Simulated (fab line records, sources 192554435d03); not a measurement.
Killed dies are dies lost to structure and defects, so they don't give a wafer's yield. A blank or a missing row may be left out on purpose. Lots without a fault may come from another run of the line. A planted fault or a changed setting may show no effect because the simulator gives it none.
Chamber matching | flow n5_finfet | N5_BEOL_M7_DESCUM_33 on rie_diel-06: 4 sister chambers
The step chemistry O2, time 7 s. 4 wafers are shown with their chamber, then 9 later ones without.

WAFERS WITH THEIR CHAMBER
wafer  | chamber | showerhead_plenum_p_Torr (Torr)
L084.5 | 0       | 2.05
L084.6 | 1       | 2.20
L086.2 | 3       | 2.03
L086.6 | 2       | 2.06

WAFERS WITHOUT THEIR CHAMBER
wafer  | showerhead_plenum_p_Torr (Torr)
L091.1 | 2.20
L091.2 | 2.06
L091.6 | 2.06
L093.3 | 2.03
L093.4 | 2.05
L093.6 | 2.03
L097.2 | 2.03
L097.3 | 2.19
L097.6 | 2.03

WHICH CHAMBER EACH WENT THROUGH
wafer  | from the rows above | in truth
L091.1 | 1                   | 1
L091.2 | 2                   | 2
L091.6 | 2                   | 2
L093.3 | 3                   | 3
L093.4 | 0                   | 0
L093.6 | 3                   | 3
L097.2 | 3                   | 3
L097.3 | 1                   | 1
L097.6 | 3                   | 3
Placed correctly: 9 of 9. Can't be placed from these rows: 0. Placed wrongly: 0.
How it was worked out, from the rows above alone: a wafer's distance from a chamber is the root of the sum, over the readings, of the square of ((its reading less the chamber's mean) divided by the reading's scatter). The wafer belongs to the nearest chamber; if the next one is less than 2 further off, it can't be placed. A chamber's mean is the mean of its shown wafers. The scatter: with one shown wafer a chamber, the root of the mean of the squares of how far each hidden wafer lies from its nearest shown one.
